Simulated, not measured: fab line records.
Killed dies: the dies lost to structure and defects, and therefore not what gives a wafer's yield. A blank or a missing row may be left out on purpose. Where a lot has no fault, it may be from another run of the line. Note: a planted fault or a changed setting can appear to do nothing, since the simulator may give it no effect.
Split-lot trial :: flow n5-finfet :: on a route of 1938 steps: 7 lots, 39 wafers read

== THE SPLIT ITSELF ==
At N5_BEOL_M1_ETCH_70 (etches SOC in N2/H2, target depth 80 nm, overetch 16 nm, time 120 s), the setting time-s was moved away from the recipe's 120 s on 15 of the 39 wafers read, by -58.6% to +30.2%. The other wafers ran this setting at the recipe's value.

The reading comes from the split's own step.

== THE READING ==
SiARC_of_BEOL_M1_COAT_68.thk-nm (the simulator's own value, which no gauge read), in nm, at N5_BEOL_M1_ETCH_70 (etches SOC in N2/H2, target depth 80 nm, overetch 16 nm, time 120 s). The file gives no usual value for it. Average 6.4 nm, standard deviation 0.23 nm, over the 24 wafers here run with the recipe.

wafer: L080.1
tool, chamber at the split: rie-diel-02, 3
time-s as run, s: 120
against the recipe: recipe
SiARC_of_BEOL_M1_COAT_68.thk-nm, nm: 6.4
against lot-mates on the recipe: -

wafer: L080.2
tool, chamber at the split: rie-diel-02, 2
time-s as run, s: 145.7
against the recipe: +21.4%
SiARC_of_BEOL_M1_COAT_68.thk-nm, nm: 5.2
against lot-mates on the recipe: -1.2

wafer: L080.3
tool, chamber at the split: rie-diel-02, 0
time-s as run, s: 120
against the recipe: recipe
SiARC_of_BEOL_M1_COAT_68.thk-nm, nm: 6.4
against lot-mates on the recipe: -

wafer: L080.4
tool, chamber at the split: rie-diel-02, 1
time-s as run, s: 145.7
against the recipe: +21.4%
SiARC_of_BEOL_M1_COAT_68.thk-nm, nm: 4.8
against lot-mates on the recipe: -1.6

wafer: L080.5
tool, chamber at the split: rie-diel-02, 3
time-s as run, s: 145.7
against the recipe: +21.4%
SiARC_of_BEOL_M1_COAT_68.thk-nm, nm: 5.2
against lot-mates on the recipe: -1.2

wafer: L080.6
tool, chamber at the split: rie-diel-02, 0
time-s as run, s: 120
against the recipe: recipe
SiARC_of_BEOL_M1_COAT_68.thk-nm, nm: 6.4
against lot-mates on the recipe: -

wafer: L083.1
tool, chamber at the split: rie-diel-03, 0
time-s as run, s: 120
against the recipe: recipe
SiARC_of_BEOL_M1_COAT_68.thk-nm, nm: 6.2
against lot-mates on the recipe: -

wafer: L083.2
tool, chamber at the split: rie-diel-03, 2
time-s as run, s: 120
against the recipe: recipe
SiARC_of_BEOL_M1_COAT_68.thk-nm, nm: 6.6
against lot-mates on the recipe: -

wafer: L083.4
tool, chamber at the split: rie-diel-03, 3
time-s as run, s: 120
against the recipe: recipe
SiARC_of_BEOL_M1_COAT_68.thk-nm, nm: 6.6
against lot-mates on the recipe: -

wafer: L087.1
tool, chamber at the split: rie-diel-02, 3
time-s as run, s: 156.3
against the recipe: +30.2%
SiARC_of_BEOL_M1_COAT_68.thk-nm, nm: 4.8
against lot-mates on the recipe: -1.5

wafer: L087.2
tool, chamber at the split: rie-diel-02, 2
time-s as run, s: 120
against the recipe: recipe
SiARC_of_BEOL_M1_COAT_68.thk-nm, nm: 6.4
against lot-mates on the recipe: -

wafer: L087.3
tool, chamber at the split: rie-diel-02, 0
time-s as run, s: 156.3
against the recipe: +30.2%
SiARC_of_BEOL_M1_COAT_68.thk-nm, nm: 4.6
against lot-mates on the recipe: -1.7

wafer: L087.4
tool, chamber at the split: rie-diel-02, 1
time-s as run, s: 120
against the recipe: recipe
SiARC_of_BEOL_M1_COAT_68.thk-nm, nm: 6
against lot-mates on the recipe: -

wafer: L087.5
tool, chamber at the split: rie-diel-02, 3
time-s as run, s: 120
against the recipe: recipe
SiARC_of_BEOL_M1_COAT_68.thk-nm, nm: 6.4
against lot-mates on the recipe: -

wafer: L087.6
tool, chamber at the split: rie-diel-02, 2
time-s as run, s: 156.3
against the recipe: +30.2%
SiARC_of_BEOL_M1_COAT_68.thk-nm, nm: 4.8
against lot-mates on the recipe: -1.5

wafer: L088.1
tool, chamber at the split: rie-diel-03, 0
time-s as run, s: 120
against the recipe: recipe
SiARC_of_BEOL_M1_COAT_68.thk-nm, nm: 6.2
against lot-mates on the recipe: -

wafer: L088.2
tool, chamber at the split: rie-diel-03, 2
time-s as run, s: 120
against the recipe: recipe
SiARC_of_BEOL_M1_COAT_68.thk-nm, nm: 6.6
against lot-mates on the recipe: -

wafer: L088.3
tool, chamber at the split: rie-diel-03, 3
time-s as run, s: 120
against the recipe: recipe
SiARC_of_BEOL_M1_COAT_68.thk-nm, nm: 6.4
against lot-mates on the recipe: -

wafer: L088.4
tool, chamber at the split: rie-diel-03, 1
time-s as run, s: 49.66
against the recipe: -58.6%
SiARC_of_BEOL_M1_COAT_68.thk-nm, nm: 9.6
against lot-mates on the recipe: +3.2

wafer: L088.5
tool, chamber at the split: rie-diel-03, 2
time-s as run, s: 49.66
against the recipe: -58.6%
SiARC_of_BEOL_M1_COAT_68.thk-nm, nm: 9.8
against lot-mates on the recipe: +3.4

wafer: L088.6
tool, chamber at the split: rie-diel-03, 1
time-s as run, s: 49.66
against the recipe: -58.6%
SiARC_of_BEOL_M1_COAT_68.thk-nm, nm: 9.6
against lot-mates on the recipe: +3.2

wafer: L089.1
tool, chamber at the split: rie-diel-06, 1
time-s as run, s: 120
against the recipe: recipe
SiARC_of_BEOL_M1_COAT_68.thk-nm, nm: 6.4
against lot-mates on the recipe: -

wafer: L089.2
tool, chamber at the split: rie-diel-06, 3
time-s as run, s: 120
against the recipe: recipe
SiARC_of_BEOL_M1_COAT_68.thk-nm, nm: 7
against lot-mates on the recipe: -

wafer: L089.3
tool, chamber at the split: rie-diel-06, 0
time-s as run, s: 68.11
against the recipe: -43.2%
SiARC_of_BEOL_M1_COAT_68.thk-nm, nm: 8.8
against lot-mates on the recipe: +2.3

wafer: L089.4
tool, chamber at the split: rie-diel-06, 2
time-s as run, s: 120
against the recipe: recipe
SiARC_of_BEOL_M1_COAT_68.thk-nm, nm: 6
against lot-mates on the recipe: -

wafer: L089.5
tool, chamber at the split: rie-diel-06, 0
time-s as run, s: 68.11
against the recipe: -43.2%
SiARC_of_BEOL_M1_COAT_68.thk-nm, nm: 8.8
against lot-mates on the recipe: +2.3

wafer: L089.6
tool, chamber at the split: rie-diel-06, 3
time-s as run, s: 68.11
against the recipe: -43.2%
SiARC_of_BEOL_M1_COAT_68.thk-nm, nm: 9
against lot-mates on the recipe: +2.5

wafer: L092.1
tool, chamber at the split: rie-diel-02, 0
time-s as run, s: 120
against the recipe: recipe
SiARC_of_BEOL_M1_COAT_68.thk-nm, nm: 6.4
against lot-mates on the recipe: -

wafer: L092.2
tool, chamber at the split: rie-diel-02, 1
time-s as run, s: 120
against the recipe: recipe
SiARC_of_BEOL_M1_COAT_68.thk-nm, nm: 6
against lot-mates on the recipe: -

wafer: L092.3
tool, chamber at the split: rie-diel-02, 2
time-s as run, s: 120
against the recipe: recipe
SiARC_of_BEOL_M1_COAT_68.thk-nm, nm: 6.6
against lot-mates on the recipe: -

wafer: L092.4
tool, chamber at the split: rie-diel-02, 3
time-s as run, s: 120
against the recipe: recipe
SiARC_of_BEOL_M1_COAT_68.thk-nm, nm: 6.4
against lot-mates on the recipe: -

wafer: L092.5
tool, chamber at the split: rie-diel-02, 1
time-s as run, s: 120
against the recipe: recipe
SiARC_of_BEOL_M1_COAT_68.thk-nm, nm: 6
against lot-mates on the recipe: -

wafer: L092.6
tool, chamber at the split: rie-diel-02, 0
time-s as run, s: 120
against the recipe: recipe
SiARC_of_BEOL_M1_COAT_68.thk-nm, nm: 6.4
against lot-mates on the recipe: -

wafer: L093.1
tool, chamber at the split: rie-diel-02, 0
time-s as run, s: 120
against the recipe: recipe
SiARC_of_BEOL_M1_COAT_68.thk-nm, nm: 6.4
against lot-mates on the recipe: -

wafer: L093.2
tool, chamber at the split: rie-diel-02, 2
time-s as run, s: 120
against the recipe: recipe
SiARC_of_BEOL_M1_COAT_68.thk-nm, nm: 6.6
against lot-mates on the recipe: -

wafer: L093.3
tool, chamber at the split: rie-diel-02, 3
time-s as run, s: 70.85
against the recipe: -41.0%
SiARC_of_BEOL_M1_COAT_68.thk-nm, nm: 8.8
against lot-mates on the recipe: +2.3

wafer: L093.4
tool, chamber at the split: rie-diel-02, 1
time-s as run, s: 70.85
against the recipe: -41.0%
SiARC_of_BEOL_M1_COAT_68.thk-nm, nm: 8.6
against lot-mates on the recipe: +2.1

wafer: L093.5
tool, chamber at the split: rie-diel-02, 2
time-s as run, s: 120
against the recipe: recipe
SiARC_of_BEOL_M1_COAT_68.thk-nm, nm: 6.6
against lot-mates on the recipe: -

wafer: L093.6
tool, chamber at the split: rie-diel-02, 1
time-s as run, s: 70.85
against the recipe: -41.0%
SiARC_of_BEOL_M1_COAT_68.thk-nm, nm: 8.6
against lot-mates on the recipe: +2.1

THE FIT
A straight line over all 39 wafers: SiARC_of_BEOL_M1_COAT_68.thk-nm changes by -0.0564 nm for each +1% of time-s; r = -0.99; the points scatter about the line by 0.21 nm.
The same after taking each lot's own level away (the mean of its wafers on the recipe; 39 wafers): -0.0548 nm for each +1%; r = -0.99; scatter 0.2 nm.
According to that fit, moving time-s by its largest amount changes the reading by 3.2 nm.
The span of the lots' own levels, 6.27 to 6.53 nm, comes to 1.1 times the standard deviation stated above.
Hence the lot-to-lot level has little effect on the slope; both slopes agree.
Check: for one of the wafers moved furthest among these (-58.6%), held out of the fit, the line's prediction against its lot-mates is +3.21 nm. It came out at +3.2 nm against them.

== OTHER SPLITS ON THESE WAFERS ==
Before the reading, these wafers also passed through other splits. Each is held against what the fit with the lots' levels taken away leaves over:
other split on the same wafers: N5_DUMMY_GATE_CVD_03 target-thk-a
wafers away from the commonest value: 30
r with SiARC_of_BEOL_M1_COAT_68.thk-nm (lot level and that fit taken away): -0.21

other split on the same wafers: N5_GATE_CUT_ALD_22 ald-cycles
wafers away from the commonest value: 9
r with SiARC_of_BEOL_M1_COAT_68.thk-nm (lot level and that fit taken away): -0.12

other split on the same wafers: N5_BEOL_M0_SAQP_PECVD_00 time-s
wafers away from the commonest value: 15
r with SiARC_of_BEOL_M1_COAT_68.thk-nm (lot level and that fit taken away): -0.16

== THE WHOLE CHAIN: every reading that the file lists as answering this split, in the file's order ==
step: N5_BEOL_M1_ETCH_70
what it does: etches SOC in N2/H2, target depth 80 nm, overetch 16 nm, time 120 s
reading: etch.depth-nm (the simulator's own value, which no gauge read)
change (the file's fit): not straight: 39.17 at the lowest setting, 60.07 at the recipe, 60.15 at the highest
r (the file's): not given

step: N5_BEOL_M1_ETCH_70
what it does: etches SOC in N2/H2, target depth 80 nm, overetch 16 nm, time 120 s
reading: SiARC_of_BEOL_M1_COAT_68.thk-nm (the simulator's own value, which no gauge read)
change (the file's fit): -0.0548 nm for each +1% of the setting
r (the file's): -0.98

== FILE'S OWN FIT ==
SiARC_of_BEOL_M1_COAT_68.thk-nm changes by -0.0548 nm for each +1% of time-s, r = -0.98.
